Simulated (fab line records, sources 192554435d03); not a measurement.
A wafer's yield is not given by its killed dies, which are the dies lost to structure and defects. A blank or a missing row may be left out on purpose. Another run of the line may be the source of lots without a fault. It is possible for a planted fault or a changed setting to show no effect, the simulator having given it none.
Which tool did it? | flow n5Finfet | 21 lots, 63 wafers sampled, at 5 steps of a route of 1938

== WHAT EACH GAUGE READ, for each wafer ==
N5_BEOL_M0_SAQP_INSPECT_16: inspects for defects (brightfield).
lot  | measured     | on               | rawDefectCount
L074 | day 5 14:22  | defectInspect-02 | 509 622 488
L075 | day 5 21:44  | defectInspect-02 | 438 497 506
L076 | day 6 02:32  | defectInspect-02 | 665 703 518
L077 | day 6 04:13  | defectInspect-01 | 638 533 530
L078 | day 6 09:25  | defectInspect-01 | 563 338 347
L079 | day 6 20:02  | defectInspect-01 | 559 586 401
L080 | day 6 23:23  | defectInspect-02 | 470 452 625
L081 | day 7 04:10  | defectInspect-01 | 361 389 307
L083 | day 7 22:40  | defectInspect-02 | 523 508 420
L084 | day 8 02:49  | defectInspect-01 | 424 385 405
L085 | day 8 06:37  | defectInspect-01 | 620 500 673
L086 | day 8 12:33  | defectInspect-02 | 347 248 265
L087 | day 8 20:06  | defectInspect-02 | 419 621 578
L088 | day 8 23:33  | defectInspect-02 | 434 513 529
L089 | day 9 04:49  | defectInspect-01 | 543 368 510
L090 | day 9 12:08  | defectInspect-02 | 492 415 618
L091 | day 9 15:51  | defectInspect-01 | 441 394 412
L092 | day 10 00:33 | defectInspect-01 | 256 388 282
L093 | day 10 02:53 | defectInspect-01 | 431 584 591
L094 | day 10 07:28 | defectInspect-02 | 387 439 434
L095 | day 10 15:47 | defectInspect-02 | 389 350 347

N5_BEOL_M0_SAQP_CD_MEAS_29: the cd target is 14.4 nm.
lot  | measured     | on       | cdNm (nm)
L074 | day 5 17:58  | cdSem-01 | 15.31 15.43 14.81
L075 | day 6 01:19  | cdSem-02 | 15.05 14.90 14.86
L076 | day 6 07:07  | cdSem-02 | 14.94 14.88 15.23
L077 | day 6 08:31  | cdSem-02 | 14.67 14.85 14.68
L078 | day 6 13:56  | cdSem-03 | 15.09 15.05 14.88
L079 | day 6 23:24  | cdSem-02 | 15.01 15.05 15.04
L080 | day 7 03:19  | cdSem-03 | 14.71 14.97 14.67
L081 | day 7 07:43  | cdSem-02 | 15.14 15.12 15.06
L083 | day 8 02:26  | cdSem-02 | 14.50 15.04 15.22
L084 | day 8 06:36  | cdSem-01 | 15.09 15.08 14.80
L085 | day 8 11:17  | cdSem-01 | 15.00 15.04 15.15
L086 | day 8 16:46  | cdSem-01 | 14.79 14.99 15.33
L087 | day 8 23:37  | cdSem-01 | 15.15 15.05 14.78
L088 | day 9 03:38  | cdSem-02 | 14.72 15.02 15.11
L089 | day 9 09:16  | cdSem-01 | 14.59 15.08 14.98
L090 | day 9 15:29  | cdSem-01 | 14.97 15.14 14.73
L091 | day 9 21:47  | cdSem-02 | 15.00 15.20 14.71
L092 | day 10 04:10 | cdSem-01 | 14.55 14.94 15.25
L093 | day 10 06:40 | cdSem-03 | 14.97 15.07 15.27
L094 | day 10 11:14 | cdSem-01 | 15.05 14.77 14.81
L095 | day 10 19:08 | cdSem-02 | 15.07 15.03 15.77

== WHAT TOOL EACH LOT RAN ON (gives the tool, then ch and the chambers of the sampled wafers, and finally the start) ==
lot  | N5_MOL_CONTACT_COAG_ETCHBACK_132  | N5_MOL_CONTACT_COAG_ETCH_91       | N5_BEOL_M0_SAQP_STRIP_108
L074 | rieDiel-04 ch 0,2,3, day 5 04:38  | rieDiel-04 ch 0,2,3, day 5 04:40  | rieDiel-03 ch 0,1,3, day 5 17:01
L075 | rieDiel-04 ch 0,1,2, day 5 13:58  | rieDiel-04 ch 0,1,2, day 5 14:00  | rieDiel-03 ch 0,2, day 6 00:22
L076 | rieDiel-04 ch 1,2,3, day 5 17:25  | rieDiel-04 ch 1,2,3, day 5 17:26  | rieDiel-03 ch 1,2,3, day 6 06:07
L077 | rieDiel-04 ch 0,2,3, day 5 21:02  | rieDiel-04 ch 0,2,3, day 5 21:04  | rieDiel-06 ch 0,3, day 6 07:34
L078 | rieDiel-02 ch 2,3, day 6 01:56    | rieDiel-02 ch 2,3, day 6 01:58    | rieDiel-01 ch 1,2,3, day 6 12:10
L079 | rieDiel-05 ch 1,3, day 6 11:34    | rieDiel-05 ch 1,3, day 6 11:35    | rieDiel-01 ch 0,1,2, day 6 22:26
L080 | rieDiel-05 ch 1,2, day 6 14:17    | rieDiel-05 ch 1,2, day 6 14:19    | rieDiel-01 ch 1,3, day 7 02:22
L081 | rieDiel-04 ch 0,1,2, day 6 20:09  | rieDiel-04 ch 0,1,2, day 6 20:11  | rieDiel-03 ch 1,2,3, day 7 06:45
L083 | rieDiel-05 ch 0,3, day 7 15:22    | rieDiel-05 ch 0,3, day 7 15:24    | rieDiel-06 ch 0,2,3, day 8 01:28
L084 | rieDiel-04 ch 1,2,3, day 7 15:37  | rieDiel-04 ch 1,2,3, day 7 15:40  | rieDiel-06 ch 0,1,3, day 8 05:19
L085 | rieDiel-05 ch 0,3, day 7 22:35    | rieDiel-05 ch 0,3, day 7 22:37    | rieDiel-01 ch 0,2,3, day 8 10:14
L086 | rieDiel-02 ch 0,1,3, day 8 03:55  | rieDiel-02 ch 0,1,3, day 8 03:58  | rieDiel-01 ch 2,3, day 8 14:59
L087 | rieDiel-04 ch 0,1, day 8 11:43    | rieDiel-04 ch 0,1, day 8 11:45    | rieDiel-03 ch 0,2, day 8 22:39
L088 | rieDiel-04 ch 2,3, day 8 13:29    | rieDiel-04 ch 2,3, day 8 13:31    | rieDiel-06 ch 0,1,2, day 9 01:57
L089 | rieDiel-04 ch 1,2,3, day 8 20:40  | rieDiel-04 ch 1,2,3, day 8 20:43  | rieDiel-06 ch 1,2,3, day 9 08:10
L090 | rieDiel-04 ch 1,2,3, day 9 03:22  | rieDiel-04 ch 1,2,3, day 9 03:24  | rieDiel-06 ch 1,2,3, day 9 14:32
L091 | rieDiel-02 ch 1,2,3, day 9 08:11  | rieDiel-02 ch 1,2,3, day 9 08:14  | rieDiel-03 ch 0,2,3, day 9 20:08
L092 | rieDiel-05 ch 1,2, day 9 16:05    | rieDiel-05 ch 1,2, day 9 16:07    | rieDiel-06 ch 0,3, day 10 03:13
L093 | rieDiel-02 ch 0,1,3, day 9 19:20  | rieDiel-02 ch 0,1,3, day 9 19:22  | rieDiel-01 ch 0,1,2, day 10 05:43
L094 | rieDiel-04 ch 0,1, day 10 00:26   | rieDiel-04 ch 0,1, day 10 00:28   | rieDiel-03 ch 1,2, day 10 10:09
L095 | rieDiel-04 ch 0,1,2, day 10 07:14 | rieDiel-04 ch 0,1,2, day 10 07:17 | rieDiel-03 ch 0,1, day 10 18:11
- N5_MOL_CONTACT_COAG_ETCHBACK_132: etches SiO2 in CHF3, target depth 10 nm, time 6.7 s.
- N5_MOL_CONTACT_COAG_ETCH_91: etches SOC in N2/H2, target depth 60 nm, overetch 21 nm, time 101.2 s.
- N5_BEOL_M0_SAQP_STRIP_108: strips in N2/H2.

== WHAT THE TOOLS THEMSELVES READ (means of the sampled wafers that have a number; where no wafer has one, the mark that the record gives instead) ==
N5_MOL_CONTACT_COAG_ETCHBACK_132.
lot  | tool       | biasW (W) | drypumpMotorCurrentA (A) | oesProductAu (a.u.) | rfVppV (V) | showerheadPlenumPTorr (Torr) | throttleValvePct (%)
L074 | rieDiel-04 | 170.4     | 5.5                      | 0.72                | 522        | 2.36                         | 18.84
L075 | rieDiel-04 | 169.8     | 5.6                      | 0.79                | 521        | 2.32                         | 18.82
L076 | rieDiel-04 | 169.8     | 5.3                      | 0.80                | 523        | 2.38                         | 18.81
L077 | rieDiel-04 | 170.4     | 5.5                      | 0.71                | 522        | 2.36                         | 18.85
L078 | rieDiel-02 | 169.7     | 5.6                      | 0.80                | 526        | 2.37                         | 18.82
L079 | rieDiel-05 | 169.7     | 6.2                      | 0.71                | 519        | 2.40                         | 18.82
L080 | rieDiel-05 | 170.0     | 5.5                      | 0.68                | 517        | 2.33                         | 18.94
L081 | rieDiel-04 | 169.7     | 5.6                      | 0.77                | 521        | 2.31                         | 18.84
L083 | rieDiel-05 | 170.6     | 6.4                      | 0.86                | 532        | 2.44                         | 18.68
L084 | rieDiel-04 | 169.8     | 5.3                      | 0.77                | 523        | 2.38                         | 18.84
L085 | rieDiel-05 | 170.1     | 6.4                      | 0.79                | 527        | 2.45                         | 18.76
L086 | rieDiel-02 | 170.1     | 5.7                      | 0.75                | 524        | 2.35                         | 18.76
L087 | rieDiel-04 | 170.2     | 5.8                      | 0.93                | 526        | 2.39                         | 18.72
L088 | rieDiel-04 | 169.6     | 5.1                      | 0.70                | 523        | 2.41                         | 18.88
L089 | rieDiel-04 | 170.2     | 5.3                      | 0.76                | 523        | 2.37                         | 18.87
L090 | rieDiel-04 | 170.5     | 5.2                      | 0.76                | 523        | 2.37                         | 18.87
L091 | rieDiel-02 | 169.6     | 5.7                      | 0.76                | 525        | 2.42                         | 18.81
L092 | rieDiel-05 | 169.5     | 5.6                      | 0.77                | 519        | 2.48                         | 18.93
L093 | rieDiel-02 | 169.5     | 5.7                      | 0.73                | 523        | 2.34                         | 18.78
L094 | rieDiel-04 | 170.1     | 5.7                      | 0.89                | 526        | 2.39                         | 18.74
L095 | rieDiel-04 | 169.6     | 5.6                      | 0.83                | 524        | 2.40                         | 18.75

N5_MOL_CONTACT_COAG_ETCH_91.
lot  | tool       | biasW (W) | drypumpMotorCurrentA (A) | oesProductAu (a.u.) | rfVppV (V) | showerheadPlenumPTorr (Torr) | throttleValvePct (%)
L074 | rieDiel-04 | 150.4     | 5.5                      | 0.60                | 523.5      | 2.52                         | 17.97
L075 | rieDiel-04 | 150.4     | 5.6                      | 0.65                | 522.2      | 2.47                         | 17.92
L076 | rieDiel-04 | 149.9     | 5.3                      | 0.66                | 523.6      | 2.54                         | 17.93
L077 | rieDiel-04 | 149.9     | 5.5                      | 0.60                | 522.6      | 2.52                         | 17.98
L078 | rieDiel-02 | 149.8     | 5.6                      | 0.68                | 523.0      | 2.53                         | 17.96
L079 | rieDiel-05 | 149.8     | 6.2                      | 0.59                | 524.0      | 2.56                         | 17.96
L080 | rieDiel-05 | 150.1     | 5.5                      | 0.58                | 522.9      | 2.48                         | 18.11
L081 | rieDiel-04 | 149.5     | 5.6                      | 0.64                | 522.2      | 2.47                         | 17.92
L083 | rieDiel-05 | 149.6     | 6.4                      | 0.73                | 526.2      | 2.62                         | 17.87
L084 | rieDiel-04 | 150.1     | 5.3                      | 0.65                | 523.6      | 2.54                         | 17.96
L085 | rieDiel-05 | 150.1     | 6.5                      | 0.66                | 525.9      | 2.62                         | 17.88
L086 | rieDiel-02 | 150.0     | 5.7                      | 0.63                | 523.1      | 2.50                         | 17.85
L087 | rieDiel-04 | 149.7     | 5.8                      | 0.77                | 524.8      | 2.56                         | 17.86
L088 | rieDiel-04 | 150.2     | 5.1                      | 0.59                | 525.2      | 2.58                         | 18.03
L089 | rieDiel-04 | 149.7     | 5.3                      | 0.64                | 523.7      | 2.53                         | 17.98
L090 | rieDiel-04 | 150.3     | 5.3                      | 0.64                | 523.8      | 2.53                         | 17.99
L091 | rieDiel-02 | 149.9     | 5.7                      | 0.65                | 526.5      | 2.59                         | 17.94
L092 | rieDiel-05 | 149.4     | 5.7                      | 0.64                | 526.6      | 2.65                         | 18.00
L093 | rieDiel-02 | 149.7     | 5.7                      | 0.61                | 522.1      | 2.50                         | 17.87
L094 | rieDiel-04 | 149.8     | 5.8                      | 0.75                | 523.8      | 2.56                         | 17.88
L095 | rieDiel-04 | 149.9     | 5.6                      | 0.69                | 524.8      | 2.57                         | 17.85

N5_BEOL_M0_SAQP_STRIP_108.
lot  | tool       | biasPowerW (W) | drypumpMotorCurrentA (A) | oesProductAu (a.u.) | rfVppV (V) | showerheadPlenumPTorr (Torr) | throttleValvePct (%)
L074 | rieDiel-03 | 27.97          | 5.8                      | 0.82                | 122.1      | 3.34                         | 18.69
L075 | rieDiel-03 | 28.05          | 5.9                      | 0.89                | 121.7      | 3.39                         | 18.91
L076 | rieDiel-03 | 28.00          | 5.7                      | 0.81                | 122.1      | 3.38                         | 18.72
L077 | rieDiel-06 | 27.96          | 6.3                      | 0.77                | 122.6      | 3.40                         | 19.00
L078 | rieDiel-01 | 28.02          | 5.8                      | 0.84                | 121.4      | 3.35                         | 19.12
L079 | rieDiel-01 | 27.98          | 5.6                      | 0.85                | 121.9      | 3.30                         | 19.17
L080 | rieDiel-01 | 27.95          | 5.9                      | 0.86                | 121.9      | 3.36                         | 18.95
L081 | rieDiel-03 | 28.01          | 5.8                      | 0.79                | 122.0      | 3.38                         | 18.74
L083 | rieDiel-06 | 28.02          | 5.9                      | 0.75                | 121.5      | 3.36                         | 18.81
L084 | rieDiel-06 | 27.93          | 6.2                      | 0.81                | 121.9      | 3.33                         | 18.94
L085 | rieDiel-01 | 28.01          | 5.7                      | 0.89                | 122.5      | 3.38                         | 18.91
L086 | rieDiel-01 | 27.96          | 5.9                      | 0.88                | 122.9      | 3.42                         | 18.86
L087 | rieDiel-03 | 27.98          | 5.9                      | 0.85                | 121.7      | 3.38                         | 18.94
L088 | rieDiel-06 | 28.01          | 6.1                      | 0.83                | 122.4      | 3.39                         | 18.85
L089 | rieDiel-06 | 28.06          | 5.9                      | 0.80                | 121.4      | 3.29                         | 18.73
L090 | rieDiel-06 | 27.94          | 5.9                      | 0.80                | 121.6      | 3.29                         | 18.72
L091 | rieDiel-03 | 28.01          | 6.0                      | 0.83                | 122.6      | 3.31                         | 18.78
L092 | rieDiel-06 | 28.03          | 6.3                      | 0.73                | 121.6      | 3.39                         | 19.05
L093 | rieDiel-01 | 27.96          | 5.6                      | 0.81                | 121.3      | 3.29                         | 19.23
L094 | rieDiel-03 | 27.88          | 5.4                      | 0.74                | 121.4      | 3.44                         | 18.93
L095 | rieDiel-03 | 28.02          | 5.7                      | 0.80                | 121.4      | 3.33                         | 18.91

== THE ANSWER, worked out from the rows above alone ==
Rule: usual is defined by the lots themselves. Put in order of their means at a reading, lots are off if they are a third of the lots or fewer, leave a main group of 4 or more, and stand apart from it by a gap of 3 or more times the standard deviation of the main group's means; of several such gaps the widest counts. A main group whose means are all the same, to the digits that the tables above print for the reading, isn't used. A lot without any number at a reading at which 4 lots or more have one is off too. All remaining lots with rows at the step are treated as sound. Order of review: gauges by route order, followed by the tools' own readings, for which a lot's mean as printed above is used. At the first step where some lot is off, the reading lying furthest off is the one used; lots without a number count as furthest.
Nothing can be told from this: no lot is off at any reading shown.

== WHAT HAD BEEN PUT IN BY THE SIMULATOR ==
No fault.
